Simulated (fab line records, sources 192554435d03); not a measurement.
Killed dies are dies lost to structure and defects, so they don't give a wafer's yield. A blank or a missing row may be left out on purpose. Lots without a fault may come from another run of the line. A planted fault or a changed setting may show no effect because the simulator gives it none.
fab line records | flow n5_finfet | part 2 of 2: steps 5 to 6 of 6
record lots=20 wafers=60 last_day=17
route steps=1938 shown DUMMY_REMOVAL@377 HKMG_FIN@413 GATE_CUT@465
lots that met no fault: from a run of the same line without faults
start_h: hours from the record's first day to the start of the lot's first wafer shown | wait_h: hours since the lot's step before | " the same as in the row above | L1.1+2: a row that stands for several wafers | - no value, or no start given | * or withheld: withheld | < > ~ a bound
route shown NAME@n: a module of which the file shows steps, and the number in the route of the first | usual: mean/standard deviation of fault-free wafers | same: alike in all rows | chamber/n: place in a boat | sites: the reading at each site | _std_site: their standard deviation | _edge_site: outer sites' mean less inner sites' | radius_mm: how far each site lies from the wafer's centre | mask NAME#n: copy n | behind: the tool/chamber that last shaped the wafer | hold: why the lot was held/for how many hours/how that ended | device: the transistor (n, p or np) that didn't switch | end of line: the same wafers' tests at the end of the route | a step without rows: its recipe alone | killed: dies lost to structure and defects at the first sort, not the wafer's yield | map: a wafer's dies, x killed, . not, _ none there
set.NAME: the setting as run; set.NAME@STEP: as run at that earlier step | model.NAME: the simulator's own value behind a step, which no gauge read
steps of the route over a sample of lots; a table a step, a row a wafer
services: from which hour (start_h, from the record's first day; less than 0 if before it) a tool's chamber was out of use, for how many hours, and why
## steps
# step N5_GATE_CUT_ETCHBACK_00
# recipe chemistry=SF6/Cl2 target=W pressure_mtorr=8 icp_w=900 bias_w=80 SF6_flow_sccm=40 Cl2_flow_sccm=60
# usual chamber_pressure_mTorr=8.000/0.0084 drypump_motor_current_A=5.9/0.44 oes_product_au=0.74/0.089 throttle_valve_pct=27.73/0.22
# columns lot.wafer tool chamber start_h wait_h chamber_pressure_mTorr drypump_motor_current_A oes_product_au rf_hours_counter_h throttle_valve_pct
L074.2 rie_metal-02 1 85.48 0.0 8.009 6.3 0.68 82 28.10
L074.3 " 0 " " 8.002 6.0 0.68 - 27.68
L074.4 " 1 " " 8.009 6.3 0.68 - 28.10
L075.1 rie_metal-01 0 87.21 0.0 7.994 5.0 0.74 46 27.46
L075.4 " 0 " " 8.007 5.0 0.74 - 27.46
L075.5 " 0 " " 8.010 5.0 0.75 - 27.45
L076.3 rie_metal-02 0 93.46 0.1 7.991 6.0 0.68 - 27.66
L076.5 " 1 " " 8.006 6.3 0.68 - 28.11
L076.6 " 0 " " 7.992 6.0 0.68 - 27.67
L079.1 rie_metal-01 0 111.23 0.0 8.003 5.0 0.74 49 27.47
L079.4 " 0 " " 8.008 5.0 0.75 - 27.45
L079.6 " 1 " " 8.006 5.9 0.71 - 27.54
L080.3 rie_metal-03 1 116.38 0.1 8.002 6.0 0.57 - 27.88
L080.4 " 0 " " 8.025 6.1 0.81 - 27.87
L080.5 " 0 " " 8.009 6.1 0.83 - 27.88
L081.3 rie_metal-02 0 123.95 0.1 7.990 6.0 0.68 - 27.68
L081.5 " 1 " " 7.994 6.3 0.67 - 28.11
L081.6 " 0 " " 8.003 6.0 0.68 - 27.67
L082.1 rie_metal-02 1 127.96 0.0 8.006 6.3 0.67 86 28.13
L082.4 " 1 " " 7.995 6.3 0.67 - 28.11
L082.6 " 1 " " 7.993 6.3 0.67 - 28.11
L083.1 rie_metal-01 0 134.55 0.0 8.001 5.0 0.73 50 27.46
L083.4 " 1 " " 8.003 5.9 0.70 - 27.54
L083.5 " 0 " " 7.995 5.0 0.74 - 27.47
L084.1 rie_metal-01 1 141.23 0.0 7.999 5.9 0.71 73 27.54
L084.2 " 0 " " 8.000 5.0 0.74 51 27.47
L084.6 " 0 " " 7.995 5.0 0.74 - 27.47
L085.3 rie_metal-01 0 145.57 0.1 8.005 5.0 0.74 - 27.47
L085.5 " 1 " " 7.997 5.9 0.70 - 27.54
L085.6 " 0 " " 7.999 5.1 0.74 - 27.46
L087.1 rie_metal-01 1 158.64 0.0 8.008 5.9 0.70 75 27.54
L087.2 " 0 " " 7.994 5.0 0.73 53 27.47
L087.3 " 1 " " 8.004 5.9 0.69 - 27.56
L088.2 rie_metal-03 1 167.66 0.0 7.992 6.0 0.94 2 27.77
L088.5 " 1 " " 8.006 6.1 0.94 - 27.77
L088.6 " 0 " " 7.979 6.1 0.79 - 27.87
L090.2 rie_metal-03 1 174.53 0.0 7.989 6.0 0.94 2 27.79
L090.3 " 0 " " 7.993 6.1 0.80 - 27.89
L090.6 " 1 " " 8.008 6.0 0.94 - 27.79
L091.1 rie_metal-01 1 181.67 0.0 7.996 5.9 0.70 76 27.54
L091.2 " 0 " " 8.008 5.0 0.73 54 27.47
L091.3 " 1 " " 7.995 6.0 0.70 - 27.55
L092.2 rie_metal-03 1 191.78 0.0 8.010 6.0 0.92 4 27.77
L092.4 " 1 " " 7.998 6.0 0.92 - 27.79
L092.5 " 0 " " 8.008 6.1 0.79 - 27.90
L093.1 rie_metal-01 1 197.58 0.0 8.004 5.9 0.69 77 27.54
L093.5 " 0 " " 8.003 5.0 0.74 - 27.47
L093.6 " 1 " " 8.012 5.9 0.70 - 27.53
L094.1 rie_metal-03 0 202.20 0.0 8.000 6.2 0.79 49 27.91
L094.3 " 1 " " 7.989 6.1 0.92 - 27.79
L094.4 " 0 " " 7.987 6.2 0.78 - 27.89
L095.2 rie_metal-02 0 205.42 0.0 8.015 6.0 0.66 90 27.69
L095.4 " 1 " " 7.995 6.3 0.66 - 28.13
L095.5 " 0 " " 7.995 6.0 0.66 - 27.69
L096.1 rie_metal-03 0 217.07 0.0 7.996 6.1 0.79 50 27.89
L096.3 " 0 " " 7.995 6.1 0.79 - 27.89
L096.6 " 1 " " 7.997 6.0 0.90 - 27.79
L097.3 rie_metal-02 1 217.24 0.1 8.007 6.3 0.65 - 28.13
L097.4 " 0 " " 8.012 6.0 0.66 - 27.70
L097.6 " 1 " " 8.016 6.3 0.66 - 28.14
# step N5_GATE_CUT_ETCH_58
# recipe chemistry=CH3F/O2 target=SiNx target_depth_a=170 time_s=128.6 ion_energy_ev=50 pressure_mtorr=30 source_w=415 bias_w=21 Ar_flow_sccm=150 CH3F_flow_sccm=30 O2_flow_sccm=20
# usual chamber_pressure_mTorr=29.998/0.025 drypump_motor_current_A=5.6/0.52 oes_product_au=0.83/0.093 rf_vpp_V=99.3/0.91 showerhead_plenum_p_Torr=2.03/0.062 throttle_valve_pct=16.22/0.26
# columns lot.wafer tool chamber start_h wait_h chamber_pressure_mTorr drypump_motor_current_A oes_product_au rf_hours_counter_h rf_vpp_V showerhead_plenum_p_Torr throttle_valve_pct
L074.2 rie_diel-02 3 85.77 0.0 30.001 4.9 0.70 207 99.2 2.06 16.48
L074.3 " 0 " " 29.952 6.1 0.79 116 101.4 2.09 15.91
L074.4 " 2 " " 30.009 5.0 0.85 55 98.9 1.95 16.29
L075.1 rie_diel-01 1 87.78 0.1 29.996 5.7 0.81 106 99.2 2.02 16.18
L075.4 " 2 " " 29.999 4.9 0.87 51 99.1 1.95 15.97
L075.5 " 2 " " 30.003 4.9 0.87 - 97.9 1.95 15.95
L076.3 rie_diel-01 1 93.71 0.0 29.979 5.7 0.81 108 99.9 2.02 16.18
L076.5 " 1 " " 29.983 5.7 0.81 - 97.7 2.02 16.20
L076.6 " 0 " " 29.995 5.8 0.90 - 100.4 2.13 16.33
L079.1 rie_diel-01 3 111.52 0.0 30.001 5.5 0.92 19 99.0 2.05 16.15
L079.4 " 0 " " 29.965 5.8 0.88 27 100.0 2.13 16.35
L079.6 " 0 " " 29.999 5.8 0.87 - 100.5 2.13 16.33
L080.3 rie_diel-02 0 116.63 0.0 30.004 6.1 0.78 126 99.5 2.08 15.93
L080.4 " 1 " " 29.987 5.8 0.70 220 97.9 1.98 16.77
L080.5 " 1 " " 30.018 5.8 0.71 - 99.5 1.98 16.78
L081.3 rie_diel-03 0 124.20 0.0 30.005 5.7 1.00 1 97.8 1.97 15.76
L081.5 " 2 " " 29.989 6.4 0.90 - 99.7 2.13 16.06
L081.6 " 3 " " 30.050 5.8 0.97 - 100.2 2.05 16.11
L082.1 rie_diel-01 3 128.47 0.3 30.002 5.5 0.92 24 98.7 2.05 16.18
L082.4 " 2 " " 29.957 4.9 0.86 64 97.9 1.94 15.98
L082.6 " 2 " " 30.048 4.8 0.86 - 99.0 1.94 15.98
L083.1 rie_diel-03 3 134.94 0.1 30.028 5.7 0.95 12 99.8 2.04 16.11
L083.4 " 0 " " 30.004 5.6 0.98 5 100.5 1.97 15.75
L083.5 " 3 " " 30.004 5.8 0.95 - 99.1 2.04 16.12
L084.1 rie_diel-03 2 141.76 0.3 30.021 6.4 0.89 27 100.0 2.13 16.09
L084.2 " 1 " " 30.023 6.6 0.73 188 101.1 2.07 16.39
L084.6 " 0 " " 29.993 5.7 0.96 - 99.0 1.97 15.75
L085.3 rie_diel-03 2 145.82 0.0 29.974 6.4 0.91 29 98.0 2.13 16.08
L085.5 " 0 " " 29.978 5.7 0.97 - 97.6 1.97 15.76
L085.6 " 3 " " 30.005 5.8 0.94 - 99.7 2.04 16.12
L087.1 rie_diel-03 1 158.93 0.0 29.982 6.6 0.73 194 99.8 2.06 16.38
L087.2 " 3 " " 29.994 5.7 0.94 19 100.2 2.04 16.13
L087.3 " 2 " " 29.997 6.4 0.89 33 100.2 2.12 16.09
L088.2 rie_diel-02 1 168.00 0.1 29.985 5.8 0.69 238 98.8 1.97 16.81
L088.5 " 1 " " 29.986 5.8 0.69 - 98.6 1.97 16.80
L088.6 " 2 " " 30.042 5.0 0.81 - 96.8 1.94 16.32
L090.2 rie_diel-02 3 174.82 0.0 30.011 4.9 0.69 233 99.6 2.05 16.54
L090.3 " 1 " " 30.033 5.8 0.70 240 98.6 1.97 16.80
L090.6 " 0 " " 29.982 6.1 0.77 - 99.2 2.08 15.94
L091.1 rie_diel-03 1 181.96 0.0 30.006 6.6 0.73 200 98.5 2.06 16.41
L091.2 " 3 " " 29.985 5.7 0.92 25 98.7 2.04 16.14
L091.3 " 2 " " 29.989 6.3 0.87 38 100.8 2.12 16.11
L092.2 rie_diel-01 1 192.07 0.0 30.006 5.7 0.78 139 101.0 2.01 16.26
L092.4 " 2 " " 29.998 4.8 0.83 83 97.8 1.94 16.03
L092.5 " 0 " " 30.047 5.8 0.85 - 99.1 2.12 16.40
L093.1 rie_diel-01 3 197.93 0.1 30.052 5.5 0.87 40 99.8 2.04 16.20
L093.5 " 2 " " 29.985 4.9 0.83 - 100.3 1.94 16.01
L093.6 " 1 " " 29.990 5.7 0.79 - 98.2 2.01 16.26
L094.1 rie_diel-02 1 202.49 0.0 29.988 5.8 0.68 248 99.0 1.97 16.82
L094.3 " 3 " " 30.006 4.9 0.68 241 99.1 2.05 16.53
L094.4 " 2 " " 29.985 5.0 0.81 - 97.3 1.94 16.34
L095.2 rie_diel-02 3 205.71 0.0 29.999 4.9 0.69 242 98.9 2.05 16.54
L095.4 " 2 " " 29.994 5.1 0.80 - 98.6 1.94 16.33
L095.5 " 3 " " 30.015 4.9 0.68 - 100.3 2.05 16.55
L096.1 rie_diel-02 0 217.36 0.0 29.962 6.1 0.76 153 100.2 2.07 15.96
L096.3 " 2 " " 30.015 5.0 0.81 93 99.6 1.94 16.34
L096.6 " 2 " " 29.981 5.0 0.80 - 98.9 1.94 16.34
L097.3 rie_diel-02 3 217.51 0.1 30.017 4.9 0.68 245 99.5 2.05 16.55
L097.4 " 0 " " 30.045 6.1 0.76 - 99.5 2.07 15.97
L097.6 " 3 " " 30.034 4.9 0.69 - 98.7 2.05 16.55
## services
# columns tool chamber start_h hours kind
rie_diel-03 2 73.19 12.5 repair
rie_metal-01 1 77.91 5.6 repair
rie_diel-03 3 85.72 - clean
rie_diel-03 3 85.72 - consumable_replace:focus_ring
rie_diel-03 3 85.72 16.5 scheduled_down
rie_metal-01 1 86.02 2.4 repair
plasma_asher-01 - 87.39 0.8 repair
rie_diel-02 3 88.48 5.4 repair
rie_diel-04 1 104.02 9.3 repair
thermal_cvd_si-02 0 121.91 33.2 repair
thermal_cvd_si-01 1 125.07 15.9 repair
rie_diel-05 2 132.80 6.0 repair
rie_diel-01 3 135.89 14.2 repair
thermal_cvd_si-02 1 137.83 4.0 repair
rie_diel-02 0 141.71 3.3 repair
rie_diel-03 3 151.46 4.3 repair
rie_metal-01 1 161.67 9.4 repair
rie_diel-03 2 170.31 8.0 repair
rie_diel-02 1 210.87 - clean
rie_diel-02 1 210.87 - consumable_replace:focus_ring
rie_diel-02 1 210.87 26.1 scheduled_down
rie_diel-02 1 210.87 26.1 vent_cycle
rie_diel-03 3 214.67 3.1 repair
rie_diel-01 0 216.59 1.2 repair
